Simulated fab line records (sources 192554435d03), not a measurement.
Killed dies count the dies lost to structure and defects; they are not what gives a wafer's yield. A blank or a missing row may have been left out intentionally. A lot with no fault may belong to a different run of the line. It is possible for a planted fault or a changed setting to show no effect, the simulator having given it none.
Comparing a struck lot with a sound one / flow n5_finfet / 14 steps out of a route of 1938
Sound: these wafers, L101.1, L101.2, L101.5. Struck: wafer L102.3 (left out: L102.1, L102.4 of the same lot, which were not struck); the cause appears at the end.
Each step with rows lists, per side, the tool, then ch with its chambers, then its first start. Under that, the readings that differ: sound wafers / struck wafers / difference of the means / sigmas: that difference in standard deviations of wafers without a fault.
alike: words and numbers the same on both sides, and readings whose means are apart by under 2 such deviations; not compared: readings that were withheld, readings missing a value for some wafer, numbers with overlapping values and no deviation given by the record, and bounds like >300 which may hide the same value.
The two part at a step that has a row with sigmas, a row that says differs or no value, or rows on one side only. When numbers do not overlap yet have no deviation, they are printed without sigmas and do not part them. A reading missing from all wafers of one side parts the sides only when that side holds two or more wafers.

first, 7 steps without rows for these wafers: N5_BEOL_M12_COAT_22 (resist thk 300 nm); N5_BEOL_M12_EBR_24; N5_BEOL_M12_SOFTBAKE_23 (time 60 s); N5_BEOL_M12_EXPOSE_25 (exposes mask M12); N5_BEOL_M12_PEB_26 (peb time 90 s); N5_BEOL_M12_DEVELOP_27 (develop time 45 s); N5_BEOL_M12_HARDBAKE_32 (time 120 s).
N5_BEOL_M12_CD_MEAS_28: the cd target is 160.2 nm.
  sound on cd_sem-03 ch 0, day 11 00:43; struck on cd_sem-01 ch 0, day 11 07:31
  alike: cd_nm
N5_BEOL_M12_OVL_MEAS_29:
  sound on overlay-01 ch 0, day 11 00:45; struck on overlay-02 ch 0, day 11 07:33
  alike: M12_OVL
N5_BEOL_M12_INSPECT_30: inspects for defects (macro).
  sound on defect_inspect-01 at day 11 00:47; struck on defect_inspect-02 at day 11 07:35
  alike: raw_defect_count
N5_BEOL_M12_DESCUM_33: chemistry O2, time 7.9 s.
  sound on rie_diel-05 ch 2,3, day 11 00:49; struck on rie_diel-05 ch 2, day 11 07:37
  alike: drypump_motor_current_A, oes_product_au, rf_vpp_V, showerhead_plenum_p_Torr, throttle_valve_pct
  not compared: rf_hours_counter_h
N5_BEOL_M12_ETCH_67: etches SiARC in CF4, target depth 143 nm, time 238.3 s.
  sound on rie_diel-05 ch 2,3, day 11 00:51; struck on rie_diel-05 ch 2, day 11 07:38
  alike: drypump_motor_current_A, etch_rf_on_time_s, mfc_ar_sccm, oes_product_au, rf_vpp_V, showerhead_plenum_p_Torr, throttle_valve_pct
  not compared: rf_hours_counter_h
N5_BEOL_M12_ETCH_68: etches SOC in N2/H2, time 285 s.
  sound on rie_diel-05 ch 2,3, day 11 00:59; struck on rie_diel-05 ch 2, day 11 07:47
reading=run_length_s (s); sound=308.5 308.7 308.8; struck=358.7; difference=+50.0; sigmas=+99 or more
reading=model.SiARC_of_BEOL_M12_COAT_66.thk_nm (nm); sound=85.4 85.8 85.4; struck=82; difference=-4; sigmas=
  alike: drypump_motor_current_A, oes_product_au, rf_vpp_V, showerhead_plenum_p_Torr, throttle_valve_pct
  not compared: rf_hours_counter_h
then, 1 step without rows for these wafers: N5_BEOL_M12_STRIP_69 (strips in N2/H2).

== WHERE THEY PART ==
Within this record, at N5_BEOL_M12_ETCH_68 only.

WHY: what the simulator had put in
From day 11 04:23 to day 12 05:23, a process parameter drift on rie_diel-05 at N5_BEOL_M12_ETCH_68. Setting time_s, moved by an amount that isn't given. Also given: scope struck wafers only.
